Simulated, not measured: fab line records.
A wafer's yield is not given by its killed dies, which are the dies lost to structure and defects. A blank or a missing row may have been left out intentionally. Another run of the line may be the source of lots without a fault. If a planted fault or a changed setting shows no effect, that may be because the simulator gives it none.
Which tool was responsible? ; flow nand_harc ; 11 lots, 33 wafers sampled, at 6 steps of a route of 1159

## WHAT THE GAUGES SHOWED, per wafer
NHARC_A_SLIT_INSPECT_11. Usual: 23 for raw_defect_count, sd 9.7.
lot;measured;on;raw_defect_count;flag
L265;day 14 14:41;defect_inspect-02;30 29 16;
L268;day 14 19:32;defect_inspect-02;20 20 30;
L269;day 14 23:42;defect_inspect-01;8 5 11;
L266;day 15 00:00;defect_inspect-02;12 23 22;
L270;day 15 13:55;defect_inspect-02;29 21 33;
L274;day 16 22:26;defect_inspect-01;14 19 7;
L279;day 17 16:22;defect_inspect-01;38 36 38;
L278;day 17 17:25;defect_inspect-01;29 32 33;
L280;day 17 18:11;defect_inspect-02;22 10 11;
L277;day 17 20:07;defect_inspect-02;25 22 30;
L287;day 20 18:09;defect_inspect-01;20 29 25;

NHARC_A_SLIT_CD_MEAS_21. Usual: 289.5 nm for cd_nm, sd 0.91.
lot;measured;on;cd_nm (nm);flag
L265;day 14 18:11;cd_sem-03;288.6 290.3 289.6;
L268;day 15 00:29;cd_sem-02;291.1 291.1 291.1;
L269;day 15 03:14;cd_sem-02;289.6 289.1 291.5;
L266;day 15 03:29;cd_sem-02;288.7 291.0 290.1;
L270;day 15 17:32;cd_sem-02;290.1 290.8 289.3;
L274;day 17 02:04;cd_sem-02;289.6 289.3 288.6;
L279;day 17 19:59;cd_sem-02;288.2 288.8 289.2;
L278;day 17 21:29;cd_sem-03;289.0 288.6 287.8;
L280;day 17 21:55;cd_sem-01;289.7 290.7 289.0;
L277;day 17 23:37;cd_sem-03;288.7 289.3 289.1;
L287;day 20 21:37;cd_sem-01;289.6 289.1 289.6;

NHARC_A_SIN_REMOVE_INSPECT_04. Usual: 315 for raw_defect_count, sd 100.
lot;measured;on;raw_defect_count;flag
L265;day 15 01:35;defect_inspect-01;268 219 220;
L268;day 15 08:11;defect_inspect-01;245 319 215;
L269;day 15 10:52;defect_inspect-01;299 367 350;
L266;day 15 10:53;defect_inspect-01;294 233 243;
L270;day 16 01:12;defect_inspect-02;272 413 387;
L274;day 17 09:45;defect_inspect-02;275 316 238;
L279;day 18 03:24;defect_inspect-01;771 704 812;OFF
L278;day 18 03:23;defect_inspect-02;311 199 301;
L280;day 18 03:25;defect_inspect-01;803 746 812;OFF
L277;day 18 07:17;defect_inspect-01;320 257 435;
L287;day 21 05:03;defect_inspect-02;236 272 188;

NHARC_END_SORT_01. Usual: killed_at_array 29, standard deviation 11; killed_at_other 0.6, standard deviation 0.75; killed_at_periphery 3.1, standard deviation 2.1; killed_dies 32, standard deviation 11; killed_open 3.0, standard deviation 1.8; killed_short 1.8, standard deviation 1.3.
lot;measured;on;killed_at_array;killed_at_other;killed_at_periphery;killed_dies;killed_open;killed_short;flag
L279;day 23 03:14;prober-01;121 85 107;0 0 1;1 3 0;122 88 108;2 5 2;2 2 2;OFF
L280;day 22 18:40;prober-02;122 100 94;2 2 0;2 4 2;126 106 96;2 4 3;3 3 0;OFF

## TOOL THAT RAN EACH LOT (tool first, then ch and the chambers of the sampled wafers, then the start)
lot;NHARC_A_SGD_CUT_ETCHBACK_24;NHARC_A_SLIT_ETCH_15
L265;rie_diel-13 ch 1,2, day 14 11:02;rie_diel-01 ch 0,2,3, day 14 15:02
L268;rie_diel-04 ch 0,3, day 14 15:17;rie_diel-03 ch 0,3, day 14 19:46
L269;rie_diel-13 ch 2,3, day 14 19:46;rie_diel-01 ch 0,2, day 14 23:59
L266;rie_diel-04 ch 0,3, day 14 19:49;rie_diel-03 ch 0,1,2, day 15 00:19
L270;rie_diel-02 ch 0,3, day 15 09:31;rie_diel-01 ch 0,1,2, day 15 14:15
L274;rie_diel-13 ch 0,1,2, day 16 16:41;rie_diel-01 ch 0,1,2, day 16 22:41
L279;rie_diel-04 ch 0,2, day 17 12:46;rie_diel-01 ch 0,1,2, day 17 16:42
L278;rie_diel-02 ch 2,3, day 17 12:50;rie_diel-03 ch 1,2,3, day 17 17:46
L280;rie_diel-02 ch 0,2,3, day 17 12:56;rie_diel-01 ch 0,1, day 17 18:26
L277;rie_diel-04 ch 2,3, day 17 15:28;rie_diel-07 ch 0,1,2, day 17 20:28
L287;rie_diel-13 ch 0,1,3, day 20 13:49;rie_diel-07 ch 2,3, day 20 18:26
- NHARC_A_SGD_CUT_ETCHBACK_24: etches the open film in CH3F/O2, target depth 50 nm, time 92.857 s.
- NHARC_A_SLIT_ETCH_15: etches the open film in O2/COS, target depth 3200 nm, time 832 s.

## WHAT THE TOOLS THEMSELVES READ (means of the sampled wafers that have a number; where no wafer has one, the mark that the record gives instead)
NHARC_A_SGD_CUT_ETCHBACK_24. Usual: value, then standard deviation, for each; chamber_pressure_mTorr 25.001 mTorr / 0.019; drypump_motor_current_A 5.8 A / 0.46; o2_flow_sccm 30.00 sccm / 0.096; oes_product_au 0.97 a.u. / 0.037; rf_vpp_V 244.3 V / 1.8; showerhead_plenum_p_Torr 2.45 Torr / 0.12; throttle_valve_pct 20.663 % / 0.01.
lot;tool;chamber_pressure_mTorr (mTorr);drypump_motor_current_A (A);o2_flow_sccm (sccm);oes_product_au (a.u.);rf_vpp_V (V);showerhead_plenum_p_Torr (Torr);throttle_valve_pct (%);flag
L265;rie_diel-13;25.016;5.7;29.94;1.00;244.9;2.54;20.664;
L268;rie_diel-04;25.001;6.1;29.88;0.98;241.9;2.31;20.655;
L269;rie_diel-13;24.999;6.0;30.11;0.93;245.0;2.54;20.663;
L266;rie_diel-04;25.010;5.6;29.93;0.92;243.4;2.33;20.669;
L270;rie_diel-02;25.024;5.9;30.05;1.01;245.7;2.58;20.658;
L274;rie_diel-13;25.002;5.6;30.05;1.00;244.4;2.49;20.661;
L279;rie_diel-04;24.999;6.1;29.98;0.93;242.0;2.29;20.659;
L278;rie_diel-02;24.993;6.0;30.01;0.92;243.5;2.43;20.664;
L280;rie_diel-02;24.995;5.9;30.10;0.99;245.3;2.51;20.664;
L277;rie_diel-04;25.000;5.4;29.88;0.99;242.5;2.33;20.667;
L287;rie_diel-13;25.006;5.9;29.96;0.93;244.1;2.45;20.656;

NHARC_A_SLIT_ETCH_15. Usual: value, then standard deviation, for each; chamber_pressure_mTorr 19.998 mTorr / 0.018; drypump_motor_current_A 5.6 A / 0.57; o2_flow_sccm 399.9 sccm / 1.3; oes_product_au 1.000 a.u. / 0.01; rf_vpp_V 313.9 V / 2; showerhead_plenum_p_Torr 3.11 Torr / 0.13; throttle_valve_pct 28.330 % / 0.0098.
lot;tool;chamber_pressure_mTorr (mTorr);drypump_motor_current_A (A);o2_flow_sccm (sccm);oes_product_au (a.u.);rf_vpp_V (V);showerhead_plenum_p_Torr (Torr);throttle_valve_pct (%);flag
L265;rie_diel-01;19.994;5.6;400.6;0.995;313.1;3.08;28.328;
L268;rie_diel-03;19.997;5.7;400.2;1.000;315.0;3.17;28.329;
L269;rie_diel-01;19.998;5.7;401.4;0.994;312.2;2.99;28.329;
L266;rie_diel-03;19.999;5.6;400.5;0.998;313.8;3.06;28.334;
L270;rie_diel-01;20.014;5.9;399.6;1.012;312.6;3.03;28.326;
L274;rie_diel-01;20.006;5.8;400.3;0.995;312.2;3.03;28.324;
L279;rie_diel-01;19.992;5.8;400.0;1.001;313.2;3.03;28.326;
L278;rie_diel-03;20.002;6.0;400.2;1.001;313.6;3.12;28.335;
L280;rie_diel-01;19.992;6.3;399.5;1.003;313.5;3.11;28.322;
L277;rie_diel-07;20.009;5.3;398.7;0.997;314.3;3.20;28.325;
L287;rie_diel-07;20.007;5.3;399.2;0.989;313.2;3.04;28.329;

## THE ANSWER, worked out from the rows above alone
Rule: a lot is off if the mean of its wafers that have a number lies more than 3 standard deviations from the usual mean. A lot without any number at a reading at which 4 lots or more have one is off too. All remaining lots with rows at the step are treated as sound. The gauges are gone through in route order, then the tools' own readings, and for those a lot's mean is taken as printed above. At the first step where some lot is off, the reading lying furthest off is the one used; lots without a number count as furthest.
Off: L279, L280 (NHARC_A_SIN_REMOVE_INSPECT_04, raw_defect_count).
If a tool, at a process step before that reading, ran all the lots that are off and no sound lot after the first of them, it fits. The gauges at NHARC_A_SIN_REMOVE_INSPECT_04 aren't tried: what is off there is off at NHARC_END_SORT_01 too, on other tools, and a gauge's error can't cause that. One candidate fits, namely rie_diel-01 at NHARC_A_SLIT_ETCH_15. A fault onset in the window from L274 (day 16 22:41, its last sound lot) to L279 (day 17 16:42, its first lot off) fits.

## WHAT THE SIMULATOR HAD PUT IN
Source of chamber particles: rie_diel-01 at NHARC_A_SLIT_ETCH_15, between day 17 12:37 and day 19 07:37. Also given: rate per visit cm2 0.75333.
Struck lots among those shown: L279, L280. The same result came from the rule above.
